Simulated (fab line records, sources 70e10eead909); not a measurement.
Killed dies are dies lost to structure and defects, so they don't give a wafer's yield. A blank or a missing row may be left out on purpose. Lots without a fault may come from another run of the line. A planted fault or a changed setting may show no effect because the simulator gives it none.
Chamber matching | flow nand_harc | NHARC_P_BONDPAD_ACTIVATE_29 on rie_diel-10: 4 sister chambers
The step chemistry N2, time 60 s. 4 wafers are shown with their chamber, then 9 later ones without.

WAFERS WITH THEIR CHAMBER
wafer  | chamber | drypump_motor_current_A (A)
L080.5 | 2       | 5.2
L086.2 | 1       | 5.7
L086.5 | 0       | 5.7
L086.6 | 3       | 4.8

WAFERS WITHOUT THEIR CHAMBER
wafer  | drypump_motor_current_A (A)
L090.1 | 5.7
L090.2 | 5.7
L090.3 | 5.3
L096.1 | 5.7
L096.3 | 5.7
L096.4 | 4.8
L097.2 | 5.7
L097.5 | 5.7
L097.6 | 5.3

WHICH CHAMBER EACH WENT THROUGH
wafer  | from the rows above     | in truth
L090.1 | can't be placed: 0 or 1 | 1
L090.2 | can't be placed: 0 or 1 | 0
L090.3 | 2                       | 2
L096.1 | can't be placed: 0 or 1 | 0
L096.3 | can't be placed: 0 or 1 | 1
L096.4 | 3                       | 3
L097.2 | can't be placed: 0 or 1 | 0
L097.5 | can't be placed: 0 or 1 | 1
L097.6 | 2                       | 2
Placed correctly: 3 of 9. Can't be placed from these rows: 6 (the true chamber is among the candidates in 6). Placed wrongly: 0.
How it was worked out, from the rows above alone: a wafer's distance from a chamber is the root of the sum, over the readings, of the square of ((its reading less the chamber's mean) divided by the reading's scatter). The wafer belongs to the nearest chamber; if the next one is less than 2 further off, it can't be placed. A chamber's mean is the mean of its shown wafers. The scatter: with one shown wafer a chamber, the root of the mean of the squares of how far each hidden wafer lies from its nearest shown one.
